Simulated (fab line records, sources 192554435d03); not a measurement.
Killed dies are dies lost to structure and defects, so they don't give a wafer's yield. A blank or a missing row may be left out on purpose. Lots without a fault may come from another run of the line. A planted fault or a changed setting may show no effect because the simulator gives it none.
Chamber matching | flow n5_finfet | N5_DUMMY_GATE_ALD_02 on ald_sin-02: 4 sister chambers
The step deposits SiO2, target thk 2 nm, pulse time 1 s. 8 wafers are shown with their chamber, then 7 later ones without.

WAFERS WITH THEIR CHAMBER
wafer  | chamber | heater_power_outer_w (W) | heater_power_w (W)
L077.3 | 0       | 241                      | 484
L078.2 | 1       | 305                      | 519
L081.3 | 1       | 312                      | 521
L081.4 | 2       | 224                      | 423
L084.3 | 0       | 239                      | 493
L084.6 | 3       | 242                      | 446
L085.3 | 2       | 226                      | 434
L085.5 | 3       | 229                      | 439

WAFERS WITHOUT THEIR CHAMBER
wafer  | heater_power_outer_w (W) | heater_power_w (W)
L085.6 | 222                      | 439
L086.2 | 237                      | 489
L086.3 | 229                      | 426
L086.6 | 235                      | 434
L091.1 | 313                      | 514
L091.4 | 238                      | 484
L091.5 | 241                      | 513

WHICH CHAMBER EACH WENT THROUGH
wafer  | from the rows above     | in truth
L085.6 | can't be placed: 2 or 3 | 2
L086.2 | 0                       | 0
L086.3 | 2                       | 2
L086.6 | can't be placed: 3 or 2 | 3
L091.1 | 1                       | 1
L091.4 | 0                       | 0
L091.5 | 0                       | 0
Placed correctly: 5 of 7. Can't be placed from these rows: 2 (the true chamber is among the candidates in 2). Placed wrongly: 0.
How it was worked out, from the rows above alone: a wafer's distance from a chamber is the root of the sum, over the readings, of the square of ((its reading less the chamber's mean) divided by the reading's scatter). The wafer belongs to the nearest chamber; if the next one is less than 2 further off, it can't be placed. A chamber's mean is the mean of its shown wafers. The scatter: the root of (the sum of the squares of (reading less its chamber's mean) over the shown wafers, divided by (wafers less chambers)).
